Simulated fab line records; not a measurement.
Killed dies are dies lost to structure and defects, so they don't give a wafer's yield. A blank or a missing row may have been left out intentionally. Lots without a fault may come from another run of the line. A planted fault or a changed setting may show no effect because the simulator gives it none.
fab line records	flow nand-harc
record: lots: 12	wafers: 36	last-day: 33
route steps=1302 shown P_GATE@124
lots untouched by any fault: they come from a run of this same line in which no faults occurred
start-h: start of the lot's first displayed wafer, in hours after the record's first day	wait-h: hours since the lot's step before	" as in the row above	L1.1+2: one row covering several wafers at once	- no value present, or no start provided	* or withheld: withheld	< > ~ a bound
route shown NAME@n: NAME is a module with steps in the file, n the number in the route of the first one	usual: average and standard deviation across the fault-free wafers	same: alike in all rows	chamber/n: place in a boat	sites: each site's reading	_std_site: their standard deviation	_edge_site: mean of outer sites minus mean of inner sites	radius-mm: for every site, how far away it sits from the centre of the wafer	mask NAME#n: copy n	behind: tool/chamber where the wafer was last shaped	hold: reason for holding the lot/hours on hold/outcome of the hold	device: names the non-switching transistor (n, p or np)	end of line: tests run on the same wafers once the route is complete	where a step has no rows: the recipe by itself	killed: count of dies lost to structure and defects at first sort (not the wafer's yield)	map: dies across one wafer; x = killed, . = not, _ = none there
set.NAME: the setting that was run; set.NAME@STEP: the one run at that earlier step	model.NAME: the simulator's own value behind a step, which no gauge read
one table for each step of the route and one row for each wafer, over a sample of lots
services: when a tool's chamber went out of use (start-h, in hours from the record's first day, below 0 if earlier), for how many hours, and the reason
== steps ==
step: NHARC_P_GATE_DESCUM_13
recipe: time-s: 3	o2-flow-sccm: 200	ar-flow-sccm: 0	bias-power-w: 0	chemistry: O2
usual: chamber-pressure-mTorr: 60.00/0.056	drypump-motor-current-A: 5.5/0.57	mfc-ar-sccm: 0.008/0.011	oes-product-au: 0.995/0.014	rf-vpp-V: 57.7/0.86	showerhead-plenum-p-Torr: 1.89/0.094	throttle-valve-pct: 11.310/0.0094
lot.wafer	tool	chamber	start-h	wait-h	chamber-pressure-mTorr	drypump-motor-current-A	mfc-ar-sccm	oes-product-au	rf-hours-counter-h	rf-vpp-V	showerhead-plenum-p-Torr	throttle-valve-pct
L267.3	rie-diel-02	2	106.68	-	59.99	5.8	0	1.008	4	57.7	1.88	11.320
L267.4	"	0	"	"	59.95	5.8	0.006	0.997	4	57.4	2.06	11.335
L267.5	"	1	"	"	59.93	4.8	0.008	0.979	-	56.8	1.82	11.325
L268.1	rie-diel-12	0	106.85	-	59.99	6.6	0	0.995	0	57.8	2.02	11.325
L268.4	"	1	"	"	59.97	5.8	0	0.979	0	57.8	1.85	11.322
L268.5	"	2	"	"	59.93	6.1	0.006	0.999	-	57.6	2.03	11.320
L269.2	rie-diel-02	2	119.95	-	60.04	5.8	0	1.010	4	57.6	1.88	11.315
L269.4	"	3	"	"	60.05	4.8	0.023	0.974	4	58.9	1.80	11.322
L269.3	"	0	"	"	60.01	5.9	0.006	0.990	4	57.6	2.06	11.310
L270.1	rie-diel-12	3	131.54	-	60.05	5.7	0	1.010	1	58.2	1.92	11.311
L270.4	"	0	"	"	59.93	6.6	0	0.978	1	58.4	2.02	11.306
L270.5	"	3	"	"	60.08	5.7	0	1.016	-	57.5	1.92	11.311
L273.1	rie-diel-12	3	165.43	-	59.95	5.7	0	1.029	2	58.3	1.92	11.313
L273.2	"	0	"	"	60.04	6.7	0	0.998	2	56.6	2.02	11.310
L273.5	"	3	"	"	59.96	5.7	0	1.024	-	58.5	1.92	11.303
L274.2	rie-diel-02	3	165.60	-	60.01	4.8	0.023	0.989	6	58.5	1.80	11.323
L274.1	"	0	"	"	59.91	5.8	0.006	0.988	7	58.8	2.06	11.312
L274.6	"	2	"	"	59.96	5.8	0	1.007	-	58.3	1.88	11.303
L275.4	rie-diel-12	1	180.34	-	59.87	5.8	0	0.985	4	58.3	1.84	11.314
L275.3	"	2	"	"	59.95	6.2	0.006	0.994	4	59.1	2.03	11.294
L275.5	"	0	"	"	60.05	6.6	0	0.982	-	58.2	2.02	11.324
L276.1	rie-diel-03	1	190.86	-	60.04	5.3	0.013	1.010	3	56.9	1.82	11.315
L276.4	"	2	"	"	60.09	6.4	0.041	1.001	3	56.3	1.83	11.318
L276.6	"	0	"	"	60.03	5.5	0	1.008	-	56.8	1.90	11.320
L277.1	rie-diel-02	0	197.73	-	60.08	5.8	0.006	0.990	10	57.7	2.06	11.313
L277.2	"	1	"	"	60.00	4.8	0.008	0.977	10	57.2	1.82	11.317
L277.5	"	0	"	"	60.01	5.8	0.006	1.001	-	58.0	2.06	11.323
L279.4	rie-diel-03	0	227.58	-	60.06	5.6	0	1.006	4	58.9	1.90	11.307
L279.2	"	1	"	"	59.92	5.2	0.013	1.012	4	57.1	1.82	11.325
L279.6	"	2	"	"	59.88	6.4	0.041	1.007	-	57.2	1.83	11.312
L280.4	rie-diel-02	1	227.72	-	59.93	4.8	0.008	0.977	0	56.9	1.82	11.303
L280.1	"	0	"	"	60.08	5.8	0.006	0.979	0	59.3	2.06	11.298
L280.5	"	1	"	"	59.92	4.8	0.008	0.962	-	57.5	1.82	11.311
L288.3	rie-diel-03	0	319.51	-	59.97	5.5	0	0.989	2	57.2	1.90	11.290
L288.1	"	1	"	"	59.96	5.3	0.013	1.005	2	56.5	1.82	11.300
L288.2	"	2	"	"	60.03	6.4	0.041	0.976	1	58.2	1.82	11.318
step: NHARC_P_GATE_HM_DEP_102
recipe: target-thk-a: 1200	temp-c: 400	material: aC
usual: throttle-valve-pct: 35.001/0.0095
lot.wafer	tool	chamber	start-h	wait-h	throttle-valve-pct
L267.3	acl-dep-02	0	120.21	0.6	35.009
L267.4	"	0	"	"	35.010
L267.5	"	0	"	"	34.998
L268.1	acl-dep-01	0	120.26	0.6	35.007
L268.4	"	0	"	"	34.995
L268.5	"	0	"	"	35.003
L269.2	acl-dep-03	0	136.46	4.4	35.013
L269.3	"	0	"	"	35.002
L269.4	"	0	"	"	35.000
L270.1	acl-dep-02	0	146.68	2.5	34.999
L270.4	"	0	"	"	35.012
L270.5	"	0	"	"	34.983
L273.1	acl-dep-02	0	179.49	1.8	35.001
L273.2	"	0	"	"	34.997
L273.5	"	0	"	"	34.998
L274.1	acl-dep-02	0	180.13	2.5	34.997
L274.2	"	0	"	"	35.007
L274.6	"	0	"	"	35.000
L275.3	acl-dep-02	0	192.74	0.6	35.004
L275.4	"	0	"	"	34.994
L275.5	"	0	"	"	35.012
L276.1	acl-dep-03	0	203.59	0.5	35.010
L276.4	"	0	"	"	35.001
L276.6	"	0	"	"	34.994
L277.1	acl-dep-01	0	210.17	0.4	35.000
L277.2	"	0	"	"	35.007
L277.5	"	0	"	"	35.010
L279.2	acl-dep-02	0	241.41	1.7	35.006
L279.4	"	0	"	"	35.010
L279.6	"	0	"	"	34.995
L280.1	acl-dep-02	0	241.94	2.3	35.005
L280.4	"	0	"	"	35.003
L280.5	"	0	"	"	35.007
L288.1	acl-dep-03	0	331.79	0.4	34.999
L288.2	"	0	"	"	34.990
L288.3	"	0	"	"	35.003
step: NHARC_P_GATE_EXPOSE_56
recipe: na: 0.6	target-cd-nm: 720	dose-mj: 14.81	mask-id: P_PSD
usual: stage-vel-mm-s: 500.02/0.24
lot.wafer	tool	chamber	start-h	wait-h	mask	stage-vel-mm-s
L267.3	krf-scanner-01	0	134.69	-	P_PSD#0	499.75
L267.4	"	0	"	"	P_PSD#0	499.74
L267.5	"	0	"	"	P_PSD#0	499.89
L268.1	krf-scanner-04	0	135.20	-	P_PSD#0	500.28
L268.4	"	0	"	"	P_PSD#0	500.04
L268.5	"	0	"	"	P_PSD#0	500.21
L269.2	krf-scanner-04	0	153.14	-	P_PSD#0	500.22
L269.3	"	0	"	"	P_PSD#0	500.18
L269.4	"	0	"	"	P_PSD#0	499.73
L270.1	krf-scanner-01	0	161.54	-	P_PSD#0	499.84
L270.4	"	0	"	"	P_PSD#0	499.70
L270.5	"	0	"	"	P_PSD#0	499.83
L273.1	krf-scanner-03	0	194.21	-	P_PSD#0	499.92
L273.2	"	0	"	"	P_PSD#0	500.09
L273.5	"	0	"	"	P_PSD#0	500.50
L274.1	krf-scanner-04	0	197.87	-	P_PSD#0	499.75
L274.2	"	0	"	"	P_PSD#0	500.00
L274.6	"	0	"	"	P_PSD#0	500.11
L275.3	krf-scanner-04	0	207.27	-	P_PSD#0	500.23
L275.4	"	0	"	"	P_PSD#0	499.82
L275.5	"	0	"	"	P_PSD#0	500.41
L276.1	krf-scanner-04	0	218.41	-	P_PSD#0	500.17
L276.4	"	0	"	"	P_PSD#0	499.98
L276.6	"	0	"	"	P_PSD#0	499.55
L277.1	krf-scanner-01	0	224.95	-	P_PSD#0	499.72
L277.2	"	0	"	"	P_PSD#0	500.26
L277.5	"	0	"	"	P_PSD#0	499.85
L279.2	krf-scanner-03	0	256.24	-	P_PSD_R1#0	500.09
L279.4	"	0	"	"	P_PSD_R1#0	500.27
L279.6	"	0	"	"	P_PSD_R1#0	499.95
L280.1	krf-scanner-04	0	256.88	-	P_PSD#0	499.99
L280.4	"	0	"	"	P_PSD#0	499.90
L280.5	"	0	"	"	P_PSD#0	499.97
L288.1	krf-scanner-04	0	346.60	-	P_PSD#0	499.64
L288.2	"	0	"	"	P_PSD#0	499.96
L288.3	"	0	"	"	P_PSD#0	499.89
step: NHARC_P_GATE_CD_MEAS_59
recipe: target-cd-nm: 720	landing-energy-ev: 500
usual: cd-nm: 719.7/2
lot.wafer	tool	chamber	start-h	wait-h	cd-nm
L267.3	cd-sem-03	0	134.85	-	720.8
L267.4	"	0	"	"	721.6
L267.5	"	0	"	"	723.1
L268.1	cd-sem-03	0	135.35	-	719.6
L268.4	"	0	"	"	719.3
L268.5	"	0	"	"	716.0
L269.2	cd-sem-02	0	153.30	-	718.1
L269.3	"	0	"	"	715.1
L269.4	"	0	"	"	718.3
L270.1	cd-sem-03	0	161.70	-	721.5
L270.4	"	0	"	"	718.9
L270.5	"	0	"	"	717.6
L273.1	cd-sem-02	0	194.36	-	717.6
L273.2	"	0	"	"	719.3
L273.5	"	0	"	"	718.2
L274.1	cd-sem-02	0	198.03	-	714.4
L274.2	"	0	"	"	716.6
L274.6	"	0	"	"	718.7
L275.3	cd-sem-01	0	207.43	-	718.2
L275.4	"	0	"	"	722.5
L275.5	"	0	"	"	723.6
L276.1	cd-sem-03	0	218.57	-	722.5
L276.4	"	0	"	"	719.2
L276.6	"	0	"	"	720.5
L277.1	cd-sem-02	0	225.11	-	720.5
L277.2	"	0	"	"	720.7
L277.5	"	0	"	"	716.7
L279.2	cd-sem-02	0	256.39	-	714.0
L279.4	"	0	"	"	714.3
L279.6	"	0	"	"	709.9
L280.1	cd-sem-02	0	257.04	-	718.1
L280.4	"	0	"	"	721.9
L280.5	"	0	"	"	722.2
L288.1	cd-sem-01	0	346.77	-	720.0
L288.2	"	0	"	"	719.5
L288.3	"	0	"	"	715.3
step: NHARC_P_GATE_RTA_82
recipe: temp-c: 450	time-s: 30
usual: lamp-power-pct: 4.3/0.56	lamp_zone_3_pct: 4.3/0.56	wafer_temp_C_max: 451.5/0.49
lot.wafer	tool	chamber	start-h	wait-h	lamp-power-pct	lamp_zone_3_pct	wafer_temp_C_max
L267.3	rtp-anneal-02	0	139.58	-	3.8	3.8	451.3
L267.4	"	0	"	"	3.8	3.8	451.4
L267.5	"	0	"	"	3.8	3.8	452.0
L268.1	rtp-anneal-01	0	141.18	-	5.0	5.0	451.3
L268.4	"	0	"	"	5.0	5.0	451.9
L268.5	"	0	"	"	5.0	5.0	451.3
L269.2	rtp-anneal-01	0	158.05	-	5.0	5.0	450.5
L269.3	"	0	"	"	5.0	5.0	451.0
L269.4	"	0	"	"	5.0	5.0	450.5
L270.1	rtp-anneal-01	0	166.29	-	5.0	5.0	451.6
L270.4	"	0	"	"	5.0	5.0	451.5
L270.5	"	0	"	"	5.0	5.0	451.6
L273.1	rtp-anneal-01	0	199.02	-	4.9	5.0	450.9
L273.2	"	0	"	"	5.0	5.0	451.0
L273.5	"	0	"	"	5.0	5.0	451.0
L274.1	rtp-anneal-01	0	202.61	-	5.0	5.0	451.2
L274.2	"	0	"	"	5.0	5.0	451.5
L274.6	"	0	"	"	5.0	5.0	451.0
L275.3	rtp-anneal-02	0	212.34	-	3.8	3.8	451.7
L275.4	"	0	"	"	3.8	3.8	451.1
L275.5	"	0	"	"	3.8	3.8	452.1
L276.1	rtp-anneal-02	0	223.15	-	3.8	3.8	451.2
L276.4	"	0	"	"	3.8	3.8	451.0
L276.6	"	0	"	"	3.8	3.8	452.1
L277.1	rtp-anneal-02	0	229.73	-	3.8	3.8	452.4
L277.2	"	0	"	"	3.8	3.8	451.7
L277.5	"	0	"	"	3.8	3.8	451.8
L279.2	rtp-anneal-02	0	260.99	-	3.8	3.8	452.3
L279.4	"	0	"	"	3.8	3.8	452.1
L279.6	"	0	"	"	3.8	3.8	451.9
L280.1	rtp-anneal-02	0	261.63	-	3.8	3.8	451.7
L280.4	"	0	"	"	3.8	3.8	452.3
L280.5	"	0	"	"	3.8	3.8	451.7
L288.1	rtp-anneal-01	0	351.23	-	5.0	5.0	450.8
L288.2	"	0	"	"	5.0	5.0	451.0
L288.3	"	0	"	"	5.0	5.0	451.4
== services ==
tool	chamber	start-h	hours	kind
krf-scanner-03	-	89.61	1.3	repair
rie-diel-12	-	91.40	9.0	pm
rie-diel-03	-	104.30	9.0	pm
acl-dep-03	-	119.49	13.0	pm
krf-scanner-01	-	120.30	5.7	repair
krf-scanner-01	-	140.00	4.0	pm
krf-scanner-04	-	182.01	4.0	pm
krf-scanner-04	-	211.10	1.9	repair
krf-scanner-01	-	212.32	0.6	repair
rie-diel-02	-	216.70	9.0	pm
krf-scanner-01	-	221.66	2.8	repair
acl-dep-02	-	232.30	0.3	repair
rie-diel-12	3	236.02	4.3	repair
krf-scanner-04	-	243.81	0.4	repair
acl-dep-02	-	244.29	13.0	pm
rie-diel-03	0	265.73	15.7	repair
rie-diel-12	2	266.34	1.9	repair
rie-diel-12	-	268.40	9.0	pm
rie-diel-03	2	277.80	8.3	repair
rie-diel-03	-	281.30	9.0	pm
acl-dep-03	-	302.18	13.0	pm
krf-scanner-01	-	312.00	4.0	pm
rie-diel-02	3	313.96	6.5	repair
krf-scanner-04	-	350.12	7.2	repair
== key ==
first-sign: step: NHARC_P_GATE_EXPOSE_56	reading: mask	direction: changed
effect: step: NHARC_P_GATE_CD_MEAS_59	reading: cd-nm	direction: down	sigmas: 3.4	usual: 719.7	struck: 712.7
met-at NHARC_P_GATE_EXPOSE_56
struck-lots L279
tester-left-out L279
not-acting-at NHARC_P_GATE_DESCUM_13,NHARC_P_GATE_HM_DEP_102,NHARC_P_GATE_RTA_82
onset-between 194.21 256.24
fault: kind: wrong-mask	tool: any	chamber: -	onset-h: 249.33	steps: NHARC_P_GATE_EXPOSE_56	aux-copy: P_PSD_R1#0	cd-offset-nm: -5.8305	scope: struck-lots-only
tester-left-out: of these lots the tester's yield and bins aren't shown, on N5 and GAA mostly nor the transistor test; their killed dies are dies lost to structure and defects alone, not to doping, threshold or leakage, so they don't give the yield
